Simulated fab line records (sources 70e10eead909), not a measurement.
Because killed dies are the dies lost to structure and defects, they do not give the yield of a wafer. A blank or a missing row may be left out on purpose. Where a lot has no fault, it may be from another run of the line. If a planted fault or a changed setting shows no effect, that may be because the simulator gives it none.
Problem report in the 8D (eight disciplines) form, filled by code | flow nand harc | the parts of the form that need people (team, actions taken, sign-off) are left out

## 1. WHAT WENT WRONG
Wafers without a fault read 999 nm, standard deviation 6.9; thk nm at NHARC_A_ONON_D1_THK_MEAS_05 reads a mean of 666 nm on 6 wafers belonging to 2 lots. That is -48 standard deviations from the usual mean.
The step: measures by ellipsometry.
First observed at day 12 07:40: wafer L670.1, on film metro-01. Wafers with a number at this step in the record: 42, from 14 lots. By rule, "out" or "out of limits" means more than 4 standard deviations away from the usual mean. The other wafers with a number count as sound.

## 2. WHAT IT IS, AND WHAT IT ISN'T
question                    | is                           | is not
which readings at this step | thk nm                       | -
which lots                  | L670, L672                   | L660, L662, L663, L665, L666, L676, L677, L678, L679, L680, L681, L682
which wafers of those lots  | all that have a number       | -
read on which gauges        | film metro-01, film metro-02 | -
when                        | from day 12 07:40            | up to then (15 sound wafers); but 21 sound wafers of L676, L677, L678, L679, L680, L681, L682 came after

## 3. WHAT RULES OUT EACH SUSPECT
Counting: a tool at any process step up to the reading remains a suspect when it ran all the lots that are out and ran no sound lot after the first of those.
- the gauge at NHARC_A_ONON_D1_THK_MEAS_05 has been ruled out. 2 gauges (film metro-01, film metro-02) read the wafers that are out.
- pecvd onon-04 at NHARC_A_ONON_D1_DEP_03 (target thk 1000 nm): ruled out as a lasting fault. The sound lots L678, L680, L682 went through it after L670, its earliest lot that is out (day 12 07:09).
Left after counting: nothing in the record.

## 4. THE CAUSE (what the simulator had put in)
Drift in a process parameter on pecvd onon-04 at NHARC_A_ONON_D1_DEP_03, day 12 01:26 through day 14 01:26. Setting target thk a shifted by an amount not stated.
It was ruled out by counting, in error; the rule expects a fault to strike all lots run on its tool from its start on, and this fault did not.

## 5. SEQUENCE OF EFFECTS, ordered by route
Each row: a reading where the mean over the struck wafers with a number is more than 3 standard deviations away from the usual. Only readings for which the record gives a usual standard deviation are gone through. hours: the time from each lot's start at the first step in this table that gives one to its start at this step, as a median over the lots. sigmas: the change in usual standard deviations.
hours | step                        | reading         | usual  | on struck wafers | change | sigmas
0     | NHARC_A_ONON_D1_THK_MEAS_05 | thk nm          | 999 nm | 666              | -333   | -48
396   | NHARC_END_SORT_01           | killed at array | 54     | 674              | +620   | +36
396   | NHARC_END_SORT_01           | killed dies     | 58     | 677              | +619   | +36

## 6. WHAT WOULD HAVE CAUGHT IT SOONER
In this record the first reading out of limits at a measuring or inspecting step was taken at day 12 07:40, 6 hours after the fault began at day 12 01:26.
